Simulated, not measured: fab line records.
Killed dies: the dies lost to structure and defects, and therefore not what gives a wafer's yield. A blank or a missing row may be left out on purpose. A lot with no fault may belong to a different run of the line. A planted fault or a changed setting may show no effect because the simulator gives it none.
What tool caused it? | flow nand-harc | 12 lots with 36 wafers sampled at 6 steps, on a route of 1159 steps

WHAT THE GAUGES SHOWED, per wafer
NHARC_A_START_INSPECT_01.
lot  | measured     | on                | raw-defect-count
L345 | day 6 11:20  | defect-inspect-01 | 5 3 4
L348 | day 7 04:09  | defect-inspect-02 | 1 4 2
L351 | day 7 19:01  | defect-inspect-01 | 7 7 4
L355 | day 8 17:54  | defect-inspect-02 | 1 2 4
L354 | day 8 19:56  | defect-inspect-01 | 3 5 3
L357 | day 9 21:58  | defect-inspect-01 | 1 3 1
L358 | day 9 22:29  | defect-inspect-01 | 1 5 3
L360 | day 10 04:22 | defect-inspect-01 | 2 1 3
L361 | day 10 11:59 | defect-inspect-02 | 1 1 1
L363 | day 10 18:47 | defect-inspect-02 | 4 2 5
L362 | day 10 20:16 | defect-inspect-01 | 5 4 1
L367 | day 12 03:24 | defect-inspect-01 | 1 0 1

NHARC_A_SOURCE_PLATE_THK_MEAS_06: measures by ellipsometry.
lot  | measured     | on            | thk-nm (nm)
L345 | day 7 10:28  | film-metro-02 | 200.9 199.7 198.9
L348 | day 8 02:59  | film-metro-01 | 204.5 202.3 200.2
L351 | day 8 19:26  | film-metro-02 | 202.8 202.5 204.4
L355 | day 9 18:38  | film-metro-01 | 49.6 47.9 49.1
L354 | day 9 18:38  | film-metro-02 | 50.8 51.8 51.5
L357 | day 10 20:43 | film-metro-02 | 200.0 197.2 198.6
L358 | day 10 20:43 | film-metro-01 | 197.5 197.4 197.1
L360 | day 11 03:22 | film-metro-02 | 200.6 205.7 203.1
L361 | day 11 10:40 | film-metro-01 | 195.4 197.0 194.5
L363 | day 11 17:21 | film-metro-02 | 199.7 198.4 198.4
L362 | day 11 17:21 | film-metro-01 | 204.1 205.0 203.5
L367 | day 13 03:56 | film-metro-02 | 203.4 202.9 205.2

NHARC_END_SORT_01.
lot  | measured     | on        | killed-at-array | killed-at-other | killed-at-periphery | killed-dies | killed-open | killed-short
L355 | day 21 10:02 | prober-01 | 677 677 677     | 0 0 0           | 0 0 0               | 677 677 677 | 3 2 4       | 2 3 4
L354 | day 21 09:38 | prober-02 | 674 673 673     | 1 0 1           | 2 4 3               | 677 677 677 | 2 2 5       | 3 2 0

WHAT TOOL EACH LOT RAN ON (gives the tool, then ch and the chambers of the sampled wafers, and finally the start)
lot  | NHARC_P_BONDPAD_ETCH_12                       | NHARC_P_BONDPAD_PRE_CLEAN_26            | NHARC_A_SOURCE_PLATE_CVD_03
L345 | rie-diel-06 ch 0,2, day 6 11:20 or earlier    | pvd-sputter-01, day 6 11:20 or earlier  | lpcvd-poly-04 ch 0, day 6 23:51
L348 | rie-diel-06 ch 2,3, day 7 04:09 or earlier    | pvd-sputter-03, day 7 04:09 or earlier  | lpcvd-poly-03 ch 0, day 7 16:43
L351 | rie-diel-06 ch 0,2,3, day 7 19:01 or earlier  | pvd-sputter-02, day 7 19:01 or earlier  | lpcvd-poly-03 ch 0, day 8 08:54
L355 | rie-diel-01 ch 1,2, day 8 17:54 or earlier    | pvd-sputter-02, day 8 17:54 or earlier  | lpcvd-poly-04, day 9 06:17
L354 | rie-diel-06 ch 2,3, day 8 19:56 or earlier    | pvd-sputter-03, day 8 19:56 or earlier  | lpcvd-poly-04, day 9 06:17
L357 | rie-diel-01 ch 0,1,2, day 9 21:58 or earlier  | pvd-sputter-01, day 9 21:58 or earlier  | lpcvd-poly-04 ch 0, day 10 10:10
L358 | rie-diel-01 ch 0,2, day 9 22:29 or earlier    | pvd-sputter-03, day 9 22:29 or earlier  | lpcvd-poly-04 ch 0, day 10 10:10
L360 | rie-diel-06 ch 1,2,3, day 10 04:22 or earlier | pvd-sputter-01, day 10 04:22 or earlier | lpcvd-poly-04 ch 0, day 10 16:46
L361 | rie-diel-06 ch 0,2, day 10 11:59 or earlier   | pvd-sputter-02, day 10 11:59 or earlier | lpcvd-poly-04 ch 0, day 11 00:02
L363 | rie-diel-06 ch 0,2,3, day 10 18:47 or earlier | pvd-sputter-03, day 10 18:47 or earlier | lpcvd-poly-03 ch 0, day 11 06:47
L362 | rie-diel-06 ch 0,1,2, day 10 20:16 or earlier | pvd-sputter-03, day 10 20:16 or earlier | lpcvd-poly-03 ch 0, day 11 06:47
L367 | rie-diel-08 ch 1,2,3, day 12 03:24 or earlier | pvd-sputter-03, day 12 03:24 or earlier | lpcvd-poly-01 ch 0, day 12 15:41
- NHARC_P_BONDPAD_ETCH_12: etches the open film in CHF3/O2, target depth 200 nm, time 100 s.
- NHARC_P_BONDPAD_PRE_CLEAN_26: time 30 s.
- NHARC_A_SOURCE_PLATE_CVD_03: deposits poly-Si, target thk 200 nm, time 4000 s.

AS READ BY THE TOOLS THEMSELVES (means over the sampled wafers that have a number; for cases with no such wafer, the mark the record gives instead)
NHARC_P_BONDPAD_ETCH_12.
lot  | tool        | drypump-motor-current-A (A) | mfc-ar-sccm (sccm) | oes-product-au (a.u.) | rf-vpp-V (V) | showerhead-plenum-p-Torr (Torr) | throttle-valve-pct (%)
L345 | rie-diel-06 | 5.6                         | 199.5              | 0.926                 | 369.9        | 2.37                            | 20.572
L348 | rie-diel-06 | 5.4                         | 200.0              | 0.922                 | 370.6        | 2.38                            | 20.576
L351 | rie-diel-06 | 5.6                         | 199.9              | 0.930                 | 369.6        | 2.36                            | 20.574
L355 | rie-diel-01 | 5.1                         | 199.6              | 0.976                 | 369.9        | 2.40                            | 20.570
L354 | rie-diel-06 | 5.7                         | 200.2              | 0.925                 | 369.5        | 2.35                            | 20.573
L357 | rie-diel-01 | 5.4                         | 200.1              | 0.966                 | 370.9        | 2.41                            | 20.577
L358 | rie-diel-01 | 5.5                         | 200.2              | 0.952                 | 373.0        | 2.49                            | 20.578
L360 | rie-diel-06 | 5.7                         | 199.9              | 0.928                 | 370.3        | 2.38                            | 20.584
L361 | rie-diel-06 | 5.6                         | 200.0              | 0.945                 | 369.0        | 2.37                            | 20.577
L363 | rie-diel-06 | 5.6                         | 200.2              | 0.975                 | 370.2        | 2.36                            | 20.576
L362 | rie-diel-06 | 5.6                         | 200.4              | 0.942                 | 370.2        | 2.39                            | 20.580
L367 | rie-diel-08 | 5.7                         | 199.9              | 0.922                 | 370.8        | 2.38                            | 20.574

NHARC_P_BONDPAD_PRE_CLEAN_26.
lot  | tool           | heater-power-w (W)
L345 | pvd-sputter-01 | 379
L348 | pvd-sputter-03 | 395
L351 | pvd-sputter-02 | 399
L355 | pvd-sputter-02 | 411
L354 | pvd-sputter-03 | 403
L357 | pvd-sputter-01 | 439
L358 | pvd-sputter-03 | 416
L360 | pvd-sputter-01 | 403
L361 | pvd-sputter-02 | 398
L363 | pvd-sputter-03 | 401
L362 | pvd-sputter-03 | 408
L367 | pvd-sputter-03 | 391

NHARC_A_SOURCE_PLATE_CVD_03.
lot  | tool          | pressure-mtorr (mTorr) | run-length-s (s) | spike-tc-upper-C (C)
L345 | lpcvd-poly-04 | 199.8                  | 4001.6           | 622.0
L348 | lpcvd-poly-03 | 200.1                  | 4001.8           | 620.4
L351 | lpcvd-poly-03 | 200.0                  | 4001.8           | 619.8
L355 | lpcvd-poly-04 | -                      | -                | -
L354 | lpcvd-poly-04 | -                      | -                | -
L357 | lpcvd-poly-04 | 199.8                  | 4001.5           | 620.4
L358 | lpcvd-poly-04 | 200.1                  | 4002.0           | 621.1
L360 | lpcvd-poly-04 | 199.8                  | 4001.4           | 621.6
L361 | lpcvd-poly-04 | 199.9                  | 4002.1           | 620.4
L363 | lpcvd-poly-03 | 199.7                  | 4001.9           | 620.1
L362 | lpcvd-poly-03 | 199.9                  | 4001.6           | 620.6
L367 | lpcvd-poly-01 | 200.6                  | 4001.1           | 621.6

THE ANSWER, worked out from the rows above alone
Rule: the usual values come from the lots themselves. The widest of any qualifying gaps counts: lots, ordered by their means at a reading, are off when they make up no more than a third of the lots, leave a main group of 4 or more, and stand apart from it by 3 or more times the standard deviation of that group's means. A main group whose means are all the same, to the digits that the tables above print for the reading, isn't used. Also off: a lot with no number at a reading for which 4 or more lots have one. All remaining lots with rows at the step are treated as sound. Order of review: gauges by route order, followed by the tools' own readings, for which a lot's mean as printed above is used. At the first step where some lot is off, the reading lying furthest off is the one used; lots without a number count as furthest.
Off: L355, L354 (NHARC_A_SOURCE_PLATE_THK_MEAS_06, thk-nm). The main group has a mean of 200.7 nm with a standard deviation of 2.9.
A tool fits if, at a process step before that reading, it ran every lot that is off, and no sound lot after the first of them. Not tried: the gauges at NHARC_A_SOURCE_PLATE_THK_MEAS_06; whatever is off there is also off at NHARC_A_SOURCE_PLATE_CVD_03, on other tools, and gauge error can't account for it. With no start given for some of its lots, NHARC_P_BONDPAD_ETCH_12 uses the hours and lot order of NHARC_A_START_INSPECT_01. With no start given for some of its lots, NHARC_P_BONDPAD_PRE_CLEAN_26 uses the hours and lot order of NHARC_A_START_INSPECT_01. Not one of the candidates tried fits.

WHAT THE SIMULATOR PUT IN
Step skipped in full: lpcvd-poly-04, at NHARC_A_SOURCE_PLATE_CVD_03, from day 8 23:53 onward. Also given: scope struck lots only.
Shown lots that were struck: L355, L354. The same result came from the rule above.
